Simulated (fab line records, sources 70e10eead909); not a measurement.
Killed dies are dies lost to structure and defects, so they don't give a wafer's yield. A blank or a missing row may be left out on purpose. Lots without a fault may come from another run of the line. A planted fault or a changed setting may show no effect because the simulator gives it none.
Which tool did it? | flow nand_harc | 14 lots, 42 wafers sampled, at 5 steps of a route of 1159

WHAT THE GAUGES READ, wafer by wafer
NHARC_P_BONDPAD_OVL_MEAS_38. Usual: overlay_x_nm -1 nm, standard deviation 4.9; overlay_y_nm 0 nm, standard deviation 4.7.
lot  | measured     | on         | overlay_x_nm (nm) | overlay_y_nm (nm) | flag
L126 | day 6 10:16  | overlay-01 | 2 1 3             | 1 1 0             |
L128 | day 6 18:08  | overlay-01 | -4 -4 -4          | 3 3 3             |
L131 | day 7 13:23  | overlay-01 | -6 -7 -7          | 1 2 2             |
L129 | day 7 14:12  | overlay-01 | 3 4 3             | 2 1 1             |
L130 | day 7 14:50  | overlay-02 | 3 2 3             | -8 -9 -9          |
L132 | day 8 05:38  | overlay-02 | 4 4 4             | 3 2 3             |
L133 | day 8 13:17  | overlay-02 | -1 -1 -1          | 9 9 9             |
L134 | day 8 14:04  | overlay-01 | -14 -14 -14       | -7 -7 -7          |
L142 | day 10 12:35 | overlay-02 | 1 1 2             | 1 1 1             |
L144 | day 11 09:00 | overlay-01 | 3 4 4             | -5 -6 -5          |
L145 | day 11 10:40 | overlay-02 | -4 -3 -3          | -5 -5 -4          |
L146 | day 11 15:08 | overlay-01 | -10 -9 -9         | -3 -3 -3          |
L147 | day 11 22:49 | overlay-02 | 3 3 3             | 1 1 1             |
L148 | day 12 06:32 | overlay-02 | 1 0 1             | -2 -1 -2          |

NHARC_A_SOURCE_PLATE_THK_MEAS_06: measures by ellipsometry. Usual: thk_nm 199.3 nm, standard deviation 2.1.
lot  | measured     | on            | thk_nm (nm)       | flag
L126 | day 7 13:23  | film_metro-01 | 197.0 196.2 200.3 |
L128 | day 7 20:13  | film_metro-02 | 200.5 201.5 202.3 |
L131 | day 8 15:34  | film_metro-01 | 198.1 199.0 200.2 |
L129 | day 8 15:33  | film_metro-01 | 194.6 193.6 194.9 |
L130 | day 8 15:33  | film_metro-02 | 195.3 197.9 197.0 |
L132 | day 9 11:12  | film_metro-02 | 200.1 198.7 199.8 |
L133 | day 9 15:17  | film_metro-01 | 48.6 51.0 50.0    | OFF
L134 | day 9 15:17  | film_metro-02 | 48.8 50.0 48.3    | OFF
L142 | day 11 17:59 | film_metro-01 | 201.1 196.2 198.0 |
L144 | day 12 12:46 | film_metro-01 | 199.3 198.3 200.3 |
L145 | day 12 12:46 | film_metro-02 | 196.7 198.6 198.4 |
L146 | day 12 17:34 | film_metro-02 | 200.9 199.2 202.3 |
L147 | day 13 00:12 | film_metro-01 | 199.5 196.9 198.9 |
L148 | day 13 10:23 | film_metro-02 | 200.8 199.0 200.9 |

WHICH TOOL RAN EACH LOT (tool, then ch and the chambers of the sampled wafers, then the start)
lot  | NHARC_P_BONDPAD_PRE_CLEAN_26            | NHARC_P_BONDPAD_PVD_17                  | NHARC_A_SOURCE_PLATE_CVD_03
L126 | pvd_sputter-01, day 7 02:16 or earlier  | pvd_sputter-01, day 7 02:16 or earlier  | lpcvd_poly-04 ch 0, day 7 02:16
L128 | pvd_sputter-03, day 7 09:18 or earlier  | pvd_sputter-03, day 7 09:18 or earlier  | lpcvd_poly-03 ch 0, day 7 09:18
L131 | pvd_sputter-03, day 8 05:12 or earlier  | pvd_sputter-03, day 8 05:12 or earlier  | lpcvd_poly-01 ch 0, day 8 05:12
L129 | pvd_sputter-03, day 8 05:12 or earlier  | pvd_sputter-03, day 8 05:12 or earlier  | lpcvd_poly-01 ch 0, day 8 05:12
L130 | pvd_sputter-03, day 8 05:12 or earlier  | pvd_sputter-03, day 8 05:12 or earlier  | lpcvd_poly-01 ch 0, day 8 05:12
L132 | pvd_sputter-02, day 9 00:34 or earlier  | pvd_sputter-02, day 9 00:34 or earlier  | lpcvd_poly-01 ch 0, day 9 00:34
L133 | pvd_sputter-03, day 9 04:45 or earlier  | pvd_sputter-03, day 9 04:45 or earlier  | lpcvd_poly-04, day 9 04:45
L134 | pvd_sputter-03, day 9 04:45 or earlier  | pvd_sputter-03, day 9 04:45 or earlier  | lpcvd_poly-04, day 9 04:45
L142 | pvd_sputter-02, day 11 05:33 or earlier | pvd_sputter-02, day 11 05:33 or earlier | lpcvd_poly-03 ch 0, day 11 05:33
L144 | pvd_sputter-01, day 12 02:14 or earlier | pvd_sputter-01, day 12 02:14 or earlier | lpcvd_poly-04 ch 0, day 12 02:14
L145 | pvd_sputter-01, day 12 02:14 or earlier | pvd_sputter-01, day 12 02:14 or earlier | lpcvd_poly-04 ch 0, day 12 02:14
L146 | pvd_sputter-01, day 12 07:05 or earlier | pvd_sputter-01, day 12 07:05 or earlier | lpcvd_poly-04 ch 0, day 12 07:05
L147 | pvd_sputter-01, day 12 13:55 or earlier | pvd_sputter-01, day 12 13:55 or earlier | lpcvd_poly-04 ch 0, day 12 13:55
L148 | pvd_sputter-03, day 12 23:49 or earlier | pvd_sputter-03, day 12 23:49 or earlier | lpcvd_poly-03 ch 0, day 12 23:49
- NHARC_P_BONDPAD_PRE_CLEAN_26: time 30 s.
- NHARC_P_BONDPAD_PVD_17: deposits TaN, target thk 5 nm, time 8.06 s.
- NHARC_A_SOURCE_PLATE_CVD_03: deposits poly-Si, target thk 200 nm, time 4000 s.

WHAT THE TOOLS THEMSELVES READ (means of the sampled wafers that have a number; where no wafer has one, the mark that the record gives instead)
NHARC_P_BONDPAD_PRE_CLEAN_26. Usual: heater_power_w 427 W, standard deviation 33.
lot  | tool           | heater_power_w (W) | flag
L126 | pvd_sputter-01 | 408                |
L128 | pvd_sputter-03 | 395                |
L131 | pvd_sputter-03 | 449                |
L129 | pvd_sputter-03 | 448                |
L130 | pvd_sputter-03 | 420                |
L132 | pvd_sputter-02 | 417                |
L133 | pvd_sputter-03 | 426                |
L134 | pvd_sputter-03 | 445                |
L142 | pvd_sputter-02 | 433                |
L144 | pvd_sputter-01 | 419                |
L145 | pvd_sputter-01 | 395                |
L146 | pvd_sputter-01 | 427                |
L147 | pvd_sputter-01 | 414                |
L148 | pvd_sputter-03 | 424                |

NHARC_P_BONDPAD_PVD_17. Usual: substrate_temp_c 50.00 C, standard deviation 0.11; throttle_valve_pct 30.3 %, standard deviation 1.2.
lot  | tool           | substrate_temp_c (C) | throttle_valve_pct (%) | flag
L126 | pvd_sputter-01 | 49.97                | 30.5                   |
L128 | pvd_sputter-03 | 50.03                | 29.4                   |
L131 | pvd_sputter-03 | 50.04                | 30.2                   |
L129 | pvd_sputter-03 | 50.00                | 29.6                   |
L130 | pvd_sputter-03 | 50.07                | 30.1                   |
L132 | pvd_sputter-02 | 50.06                | 30.5                   |
L133 | pvd_sputter-03 | 49.88                | 29.3                   |
L134 | pvd_sputter-03 | 49.91                | 30.2                   |
L142 | pvd_sputter-02 | 49.93                | 30.2                   |
L144 | pvd_sputter-01 | 49.85                | 30.9                   |
L145 | pvd_sputter-01 | 50.04                | 31.6                   |
L146 | pvd_sputter-01 | 50.01                | 31.1                   |
L147 | pvd_sputter-01 | 50.00                | 31.3                   |
L148 | pvd_sputter-03 | 50.03                | 29.3                   |

NHARC_A_SOURCE_PLATE_CVD_03. Usual: pressure_mtorr 199.9 mTorr, standard deviation 0.42; run_length_s 4001.9 s, standard deviation 0.62; spike_tc_upper_C 620.4 C, standard deviation 1.1; zone_power_bottom_pct 13.2 %, standard deviation 1.9.
lot  | tool          | pressure_mtorr (mTorr) | run_length_s (s) | spike_tc_upper_C (C) | zone_power_bottom_pct (%) | flag
L126 | lpcvd_poly-04 | 200.3                  | 4001.0           | 621.5                | 15.0                      |
L128 | lpcvd_poly-03 | 200.3                  | 4002.3           | 620.2                | 13.4                      |
L131 | lpcvd_poly-01 | 199.3                  | 4002.6           | 620.1                | 10.5                      |
L129 | lpcvd_poly-01 | 200.1                  | 4002.2           | 620.6                | 10.5                      |
L130 | lpcvd_poly-01 | 199.9                  | 4002.2           | 618.3                | 10.5                      |
L132 | lpcvd_poly-01 | 200.0                  | 4002.3           | 620.1                | 10.6                      |
L133 | lpcvd_poly-04 | -                      | -                | -                    | -                         | OFF
L134 | lpcvd_poly-04 | -                      | -                | -                    | -                         | OFF
L142 | lpcvd_poly-03 | 200.4                  | 4002.5           | 620.2                | 13.5                      |
L144 | lpcvd_poly-04 | 199.9                  | 4001.1           | 621.1                | 15.1                      |
L145 | lpcvd_poly-04 | 199.9                  | 4001.0           | 621.0                | 14.9                      |
L146 | lpcvd_poly-04 | 199.5                  | 4001.3           | 621.7                | 15.1                      |
L147 | lpcvd_poly-04 | 200.3                  | 4001.1           | 619.8                | 15.1                      |
L148 | lpcvd_poly-03 | 199.8                  | 4002.5           | 619.1                | 13.5                      |

THE ANSWER, worked out from the rows above alone
Rule: a lot is off if the mean of its wafers that have a number lies more than 3 standard deviations from the usual mean. A lot without any number at a reading at which 4 lots or more have one is off too. The other lots that the step has rows for count as sound. The gauges are gone through in route order, then the tools' own readings, and for those a lot's mean is taken as printed above. The first step at which some lot is off is used, and at that step the reading that is off furthest; a lot without a number counts as furthest.
Off: L133, L134, at NHARC_A_SOURCE_PLATE_THK_MEAS_06 (thk_nm).
A tool fits if, at a process step before that reading, it ran every lot that is off, and no sound lot after the first of them. The gauges at NHARC_A_SOURCE_PLATE_THK_MEAS_06 aren't tried: what is off there is off at NHARC_A_SOURCE_PLATE_CVD_03 too, on other tools, and a gauge's error can't cause that. NHARC_P_BONDPAD_PRE_CLEAN_26 gives no start for some lots, so the hours and the order of its lots are those of NHARC_A_SOURCE_PLATE_CVD_03. NHARC_P_BONDPAD_PVD_17 gives no start for some lots, so the hours and the order of its lots are those of NHARC_A_SOURCE_PLATE_CVD_03. None of those tried fits.

WHAT THE SIMULATOR HAD PUT IN
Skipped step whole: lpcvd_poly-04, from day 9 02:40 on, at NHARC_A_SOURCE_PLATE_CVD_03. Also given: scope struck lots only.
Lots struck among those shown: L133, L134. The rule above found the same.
